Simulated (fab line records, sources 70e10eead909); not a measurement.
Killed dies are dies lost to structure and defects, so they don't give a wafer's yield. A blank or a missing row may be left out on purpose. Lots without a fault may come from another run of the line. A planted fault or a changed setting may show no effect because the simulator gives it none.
Chamber matching | flow nand_harc | NHARC_A_STAIRCASE_DESCUM_252 on rie_diel-05: 4 sister chambers
The step chemistry O2, time 3 s. 8 wafers are shown with their chamber, then 9 later ones without.

WAFERS WITH THEIR CHAMBER
wafer  | chamber | drypump_motor_current_A (A) | showerhead_plenum_p_Torr (Torr)
L076.5 | 1       | 6.0                         | 1.93
L081.4 | 0       | 5.3                         | 2.04
L081.5 | 1       | 6.1                         | 1.92
L082.5 | 3       | 5.0                         | 1.99
L082.6 | 2       | 6.3                         | 2.06
L094.2 | 2       | 6.4                         | 2.05
L094.3 | 0       | 5.3                         | 2.03
L094.4 | 3       | 5.0                         | 1.98

WAFERS WITHOUT THEIR CHAMBER
wafer  | drypump_motor_current_A (A) | showerhead_plenum_p_Torr (Torr)
L095.1 | 5.0                         | 1.98
L095.2 | 6.3                         | 2.05
L095.4 | 6.1                         | 1.92
L097.3 | 5.3                         | 2.03
L097.5 | 6.3                         | 2.05
L097.6 | 6.1                         | 1.91
L096.1 | 5.0                         | 1.98
L096.3 | 6.1                         | 1.91
L096.4 | 5.3                         | 2.03

WHICH CHAMBER EACH WENT THROUGH
wafer  | from the rows above | in truth
L095.1 | 3                   | 3
L095.2 | 2                   | 2
L095.4 | 1                   | 1
L097.3 | 0                   | 0
L097.5 | 2                   | 2
L097.6 | 1                   | 1
L096.1 | 3                   | 3
L096.3 | 1                   | 1
L096.4 | 0                   | 0
Placed correctly: 9 of 9. Can't be placed from these rows: 0. Placed wrongly: 0.
How it was worked out, from the rows above alone: a wafer's distance from a chamber is the root of the sum, over the readings, of the square of ((its reading less the chamber's mean) divided by the reading's scatter). The wafer belongs to the nearest chamber; if the next one is less than 2 further off, it can't be placed. A chamber's mean is the mean of its shown wafers. The scatter: the root of (the sum of the squares of (reading less its chamber's mean) over the shown wafers, divided by (wafers less chambers)).
